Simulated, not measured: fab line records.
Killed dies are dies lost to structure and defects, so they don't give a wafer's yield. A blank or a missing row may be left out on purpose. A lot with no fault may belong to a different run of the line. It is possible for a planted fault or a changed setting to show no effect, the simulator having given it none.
3 desks looking at one fault :: flow nandHarc :: every desk sees just its own numbers, and what lay behind them comes last

THE DEFECT DESK
Inspection counts along the route, by lot: the mean over sampled wafers that carry a number. The brackets show how far a lot's mean lies from the usual mean; more than 4 standard deviations puts the lot out of limits, marked OUT.
Columns: A = rawDefectCount at NHARC_A_BLC_INSPECT_28, usual 492
lot: L973
first seen here: day 23 03:51
A: 596

lot: L974
first seen here: day 23 05:40
A: 303

lot: L975
first seen here: day 23 12:42
A: 436

lot: L977
first seen here: day 24 12:13
A: 453

lot: L979
first seen here: day 25 01:37
A: 514

lot: L980
first seen here: day 25 04:46
A: 481

lot: L982
first seen here: day 26 19:41
A: 353

lot: L989
first seen here: day 29 00:59
A: 616

lot: L993
first seen here: day 30 19:46
A: 400

lot: L994
first seen here: day 31 17:53
A: 357

lot: L995
first seen here: day 32 00:48
A: 585

lot: L996
first seen here: day 32 10:47
A: 489
Finding of this desk: none of the 12 lots has anything out of limits.

AT THE TOOL OWNER'S DESK: lithoTrack-06
The tool's own readings at NHARC_A_M0_PEB_07 (peb time 65 s): means of the sampled wafers that have a number, for each lot that ran on this tool. The brackets show how far a lot's mean lies from the usual mean; more than 4 standard deviations puts the lot out of limits, marked OUT.
Columns: A = heaterPowerTotalW at NHARC_A_M0_PEB_07, usual 156.6 W; B = plateTempC at NHARC_A_M0_PEB_07, usual 100.00 C
lot: L975
first seen here: day 23 13:32
A: 156.1
B: 100.20

lot: L977
first seen here: day 24 13:02
A: 156.7
B: 100.03

lot: L979
first seen here: day 25 02:26
A: 156.6
B: 100.17

lot: L989
first seen here: day 29 01:48
A: 155.0
B: 99.42 (-4.8) OUT

lot: L995
first seen here: day 32 01:38
A: 156.4
B: 99.88
This desk's finding: out of limits on L989; first on L989, day 29 01:48 (plateTempC at NHARC_A_M0_PEB_07). In limits: L975, L977, L979, L995.

AT THE METROLOGY DESK
Lot by lot, what the gauges showed, no matter which tool ran the lot: averages of those sampled wafers that carry a number. The brackets show how far a lot's mean lies from the usual mean; more than 4 standard deviations puts the lot out of limits, marked OUT.
Columns: A = cdNm at NHARC_A_M0_CD_MEAS_09, usual 79.9 nm; B = overlayXNm at NHARC_A_M0_OVL_MEAS_10, usual -0.1 nm; C = overlayYNm at NHARC_A_M0_OVL_MEAS_10, usual -0.1 nm; D = cdNm at NHARC_A_M0_CD_MEAS_16, usual 79.8 nm
lot: L973
first seen here: day 23 04:45
A: 80.3
B: -0.4
C: 0.6
D: 79.6

lot: L974
first seen here: day 23 06:34
A: 80.5
B: -1.1
C: -0.9
D: 80.2

lot: L975
first seen here: day 23 13:37
A: 79.1
B: 0.9
C: 1.3
D: 78.8

lot: L977
first seen here: day 24 13:07
A: 79.8
B: 1.1
C: -1.4
D: 79.6

lot: L979
first seen here: day 25 02:31
A: 80.2
B: -0.8
C: -0.5
D: 80.2

lot: L980
first seen here: day 25 05:40
A: 79.7
B: -1.5
C: -0.3
D: 79.3

lot: L982
first seen here: day 26 20:28
A: 80.1
B: -2.0
C: 1.3
D: 79.9

lot: L989
first seen here: day 29 01:53
A: 77.5
B: 0.3
C: -0.2
D: 77.1

lot: L993
first seen here: day 30 20:40
A: 80.2
B: -0.5
C: 0.1
D: 79.9

lot: L994
first seen here: day 31 18:48
A: 80.0
B: -1.1
C: 0.2
D: 79.8

lot: L995
first seen here: day 32 01:43
A: 80.1
B: 0.0
C: -0.4
D: 80.2

lot: L996
first seen here: day 32 11:49
A: 79.6
B: 0.0
C: -0.3
D: 79.8
Finding of this desk: none of the 12 lots has anything out of limits.

PUT TOGETHER
An alarm could have come from the tool owner's desk at day 29 01:48, on L989.
No out-of-limits result turned up at the defect desk.
Metrology desk: nothing out of limits seen.
The defect desk has L989 on record, within its limits.
The metrology desk holds a record of L989, inside its limits.
On lithoTrack-06, each named lot ran NHARC_A_M0_PEB_07.

WHAT WAS PUT IN BY THE SIMULATOR
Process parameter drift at NHARC_A_M0_PEB_07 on lithoTrack-06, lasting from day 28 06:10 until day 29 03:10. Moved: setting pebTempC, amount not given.
Shown lots that were struck: L989.
Time in hours from fault onset to the first out-of-limits reading at each desk: the tool owner's desk, 20.
